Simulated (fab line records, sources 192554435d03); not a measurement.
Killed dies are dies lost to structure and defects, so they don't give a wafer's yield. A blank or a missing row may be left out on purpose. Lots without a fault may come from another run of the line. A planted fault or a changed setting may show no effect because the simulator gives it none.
Split-lot experiment | flow n5_finfet | 7 lots, 21 wafers read, on a route of 1938 steps

THE SPLIT
At N5_BEOL_M15_ILD_DEP_00 (deposits SiO2 from TEOS/O2, target thk 1629.3 nm, time 346.1 s), the setting time_s was moved away from the recipe's 346.1 s on 6 of the 21 wafers read, by -14.3% to +14.2%. The other wafers ran this setting at the recipe's value.

The file shows no step between the split and the reading.

THE READING
M15_ILD_THK, in nm, at N5_BEOL_M15_THK_MEAS_01. Fault-free wafers of this fab line usually give 1635 nm, standard deviation 21 nm.

wafer  | tool, chamber at the split | time_s as run, s | against the recipe | M15_ILD_THK, nm | against lot-mates on the recipe
L078.2 | pecvd-02, 1                | 346.1            | recipe             | 1617            | -
L078.5 | pecvd-02, 1                | 296.6            | -14.3%             | 1411            | -208
L078.6 | pecvd-02, 0                | 346.1            | recipe             | 1622            | -
L081.1 | pecvd-02, 1                | 346.1            | recipe             | 1627            | -
L081.3 | pecvd-02, 2                | 346.1            | recipe             | 1645            | -
L081.4 | pecvd-02, 2                | 346.1            | recipe             | 1674            | -
L080.2 | pecvd-02, 1                | 346.1            | recipe             | 1649            | -
L080.4 | pecvd-02, 2                | 346.1            | recipe             | 1678            | -
L080.5 | pecvd-02, 1                | 346.1            | recipe             | 1659            | -
L082.1 | pecvd-02, 2                | 359.5            | +3.9%              | 1690            | +36
L082.3 | pecvd-02, 0                | 346.1            | recipe             | 1630            | -
L082.4 | pecvd-02, 2                | 346.1            | recipe             | 1678            | -
L084.1 | pecvd-02, 2                | 395.4            | +14.2%             | 1850            | +187
L084.2 | pecvd-02, 1                | 395.4            | +14.2%             | 1848            | +185
L084.5 | pecvd-02, 2                | 346.1            | recipe             | 1663            | -
L093.3 | pecvd-02, 0                | 311.3            | -10.1%             | 1450            | -223
L093.4 | pecvd-02, 0                | 311.3            | -10.1%             | 1483            | -190
L093.5 | pecvd-02, 2                | 346.1            | recipe             | 1673            | -
L094.2 | pecvd-04, 2                | 346.1            | recipe             | 1643            | -
L094.3 | pecvd-04, 0                | 346.1            | recipe             | 1635            | -
L094.4 | pecvd-04, 1                | 346.1            | recipe             | 1657            | -

THE FIT
A straight line over all 21 wafers: M15_ILD_THK changes by +15.6 nm for each +1% of time_s; r = +0.98; the points scatter about the line by 22 nm.
The same after taking each lot's own level away (the mean of its wafers on the recipe; 21 wafers): +15.2 nm for each +1%; r = +0.97; scatter 23 nm.
On that fit, the largest move of time_s shifts the reading by 2.2e+02 nm.
The lots' own levels span 1619.5 to 1673.0 nm, that is 2.5 times the standard deviation above.
So the lot-to-lot level changes the slope little: the two slopes agree.
Check: with one of the wafers moved furthest among these (-14.3%) left out of the fit, the line predicts -233 nm for it against its lot-mates. It came out at -208 nm against them.

THE WHOLE CHAIN: every reading that the file lists as answering this split, in the file's order
step                    | what it does                                                   | reading                                                                             | change (the file's fit)              | r (the file's)
N5_BEOL_M15_ILD_DEP_00  | deposits SiO2 from TEOS/O2, target thk 1629.3 nm, time 346.1 s | SiO2_of_BEOL_M15_ILD_DEP_00.thk_nm (the simulator's own value, which no gauge read) | +15 nm for each +1% of the setting   | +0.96
N5_BEOL_M15_THK_MEAS_01 |                                                                | M15_ILD_THK                                                                         | +15 for each +1% of the setting      | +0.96
N5_BEOL_M15_VIA_ETCH_16 | etches SiO2 in C4F8/O2/Ar, target depth 1792.2 nm              | etch.depth_nm (the simulator's own value, which no gauge read)                      | +15 nm for each +1% of the setting   | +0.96
N5_BEOL_M15_VIA_ETCH_16 | etches SiO2 in C4F8/O2/Ar, target depth 1792.2 nm              | coat_of_BEOL_M15_COAT_04.thk_nm (the simulator's own value, which no gauge read)    | -3.78 nm for each +1% of the setting | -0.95

THE FILE'S OWN FIT
M15_ILD_THK changes by +15 nm for each +1% of time_s, r = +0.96.
